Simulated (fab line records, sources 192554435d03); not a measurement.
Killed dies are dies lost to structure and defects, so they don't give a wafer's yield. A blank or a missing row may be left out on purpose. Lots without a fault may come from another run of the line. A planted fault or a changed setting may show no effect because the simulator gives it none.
Chamber matching | flow n5_finfet | N5_BEOL_M5_CO_CAP_78 on cvd_co-02: 3 sister chambers
The step material Co, precursor CCTBA/H2, target thk 2 nm, time 102.1 s. 15 wafers are shown with their chamber, then 7 later ones without.

WAFERS WITH THEIR CHAMBER
wafer  | chamber | heater_power_w (W) | run_length_s (s)
L102.3 | 0       | 225                | 125.6
L102.4 | 2       | 251                | 124.2
L102.6 | 1       | 198                | 125.4
L104.4 | 2       | 253                | 124.5
L104.5 | 0       | 233                | 126.0
L104.6 | 1       | 199                | 125.9
L103.3 | 0       | 226                | 125.5
L103.4 | 2       | 254                | 124.6
L103.6 | 1       | 206                | 125.4
L108.1 | 1       | 200                | 125.2
L108.3 | 2       | 249                | 124.2
L108.6 | 1       | 201                | 126.2
L109.2 | 2       | 248                | 124.2
L109.3 | 1       | 199                | 125.9
L109.5 | 2       | 253                | 124.7

SIGNATURES (means of the wafers above)
reading        | chamber 0 | chamber 1 | chamber 2 | scatter within a chamber
heater_power_w | 228.00    | 200.50    | 251.33    | 3.01
run_length_s   | 125.700   | 125.667   | 124.400   | 0.31
Rule: a wafer's distance from a chamber is the root of the sum, over the readings, of the square of ((its reading less the chamber's mean) divided by the reading's scatter). The wafer belongs to the nearest chamber; if the next one is less than 2 further off, it can't be placed. The scatter: the root of (the sum of the squares of (reading less its chamber's mean) over the shown wafers, divided by (wafers less chambers)).

WAFERS WITHOUT THEIR CHAMBER
wafer  | heater_power_w (W) | run_length_s (s)
L115.1 | 254                | 124.7
L115.2 | 223                | 125.6
L115.5 | 251                | 125.0
L118.1 | 231                | 125.7
L119.5 | 248                | 124.2
L120.1 | 252                | 124.2
L120.5 | 251                | 124.3

WHICH CHAMBER EACH WENT THROUGH
wafer  | from the rows above | in truth
L115.1 | 2                   | 2
L115.2 | 0                   | 0
L115.5 | 2                   | 2
L118.1 | 0                   | 0
L119.5 | 2                   | 2
L120.1 | 2                   | 2
L120.5 | 2                   | 2
Placed correctly: 7 of 7. Can't be placed from these rows: 0. Placed wrongly: 0.
